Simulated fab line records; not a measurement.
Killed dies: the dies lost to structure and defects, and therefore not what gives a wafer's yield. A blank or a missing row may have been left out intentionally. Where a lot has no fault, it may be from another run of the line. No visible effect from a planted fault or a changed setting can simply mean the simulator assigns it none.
Chamber matching :: flow n5 finfet :: 4 sister chambers for N5_BEOL_M12_DESCUM_15 on rie diel-02
The step chemistry O2, time 7.9 s. 8 wafers are shown with their chamber, then 8 later ones without.

== WAFERS WITH THEIR CHAMBER ==
wafer: L075.5
chamber: 3
showerhead plenum p Torr (Torr): 2.16
rf vpp V (V): 245.2

wafer: L083.2
chamber: 3
showerhead plenum p Torr (Torr): 2.15
rf vpp V (V): 245.4

wafer: L083.3
chamber: 1
showerhead plenum p Torr (Torr): 2.10
rf vpp V (V): 242.5

wafer: L083.6
chamber: 0
showerhead plenum p Torr (Torr): 2.15
rf vpp V (V): 243.5

wafer: L094.1
chamber: 2
showerhead plenum p Torr (Torr): 2.06
rf vpp V (V): 242.6

wafer: L094.2
chamber: 1
showerhead plenum p Torr (Torr): 2.08
rf vpp V (V): 243.5

wafer: L094.3
chamber: 0
showerhead plenum p Torr (Torr): 2.13
rf vpp V (V): 243.4

wafer: L095.2
chamber: 2
showerhead plenum p Torr (Torr): 2.06
rf vpp V (V): 242.3

== WAFERS WITH NO CHAMBER GIVEN ==
wafer: L095.3
showerhead plenum p Torr (Torr): 2.14
rf vpp V (V): 244.6

wafer: L095.6
showerhead plenum p Torr (Torr): 2.14
rf vpp V (V): 244.6

wafer: L097.1
showerhead plenum p Torr (Torr): 2.14
rf vpp V (V): 242.9

wafer: L097.3
showerhead plenum p Torr (Torr): 2.13
rf vpp V (V): 243.9

wafer: L097.6
showerhead plenum p Torr (Torr): 2.06
rf vpp V (V): 242.5

wafer: L096.4
showerhead plenum p Torr (Torr): 2.06
rf vpp V (V): 243.2

wafer: L096.5
showerhead plenum p Torr (Torr): 2.13
rf vpp V (V): 244.7

wafer: L096.6
showerhead plenum p Torr (Torr): 2.08
rf vpp V (V): 244.0

== EACH ONE'S CHAMBER ==
wafer: L095.3
from the rows above: can't be placed: 3 or 0
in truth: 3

wafer: L095.6
from the rows above: can't be placed: 3 or 0
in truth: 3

wafer: L097.1
from the rows above: 0
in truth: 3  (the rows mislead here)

wafer: L097.3
from the rows above: 0
in truth: 0

wafer: L097.6
from the rows above: 2
in truth: 2

wafer: L096.4
from the rows above: can't be placed: 2 or 1
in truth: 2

wafer: L096.5
from the rows above: can't be placed: 3 or 0
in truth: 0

wafer: L096.6
from the rows above: can't be placed: 1 or 2
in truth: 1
2 of 8 placed correctly. Unplaceable from these rows: 5, with the true chamber sitting among the candidates in 5. Wrongly placed: 1.
How it was worked out, from the rows above alone: a wafer's distance from a chamber is the root of the sum, over the readings, of the square of ((its reading less the chamber's mean) divided by the reading's scatter). The wafer belongs to the nearest chamber; if the next one is less than 2 further off, it can't be placed. Each chamber's mean is taken over the wafers shown for it. How the scatter is found: for the shown wafers, subtract from each reading the mean of its chamber, square and add these, divide the total by (wafers less chambers), then take the root.
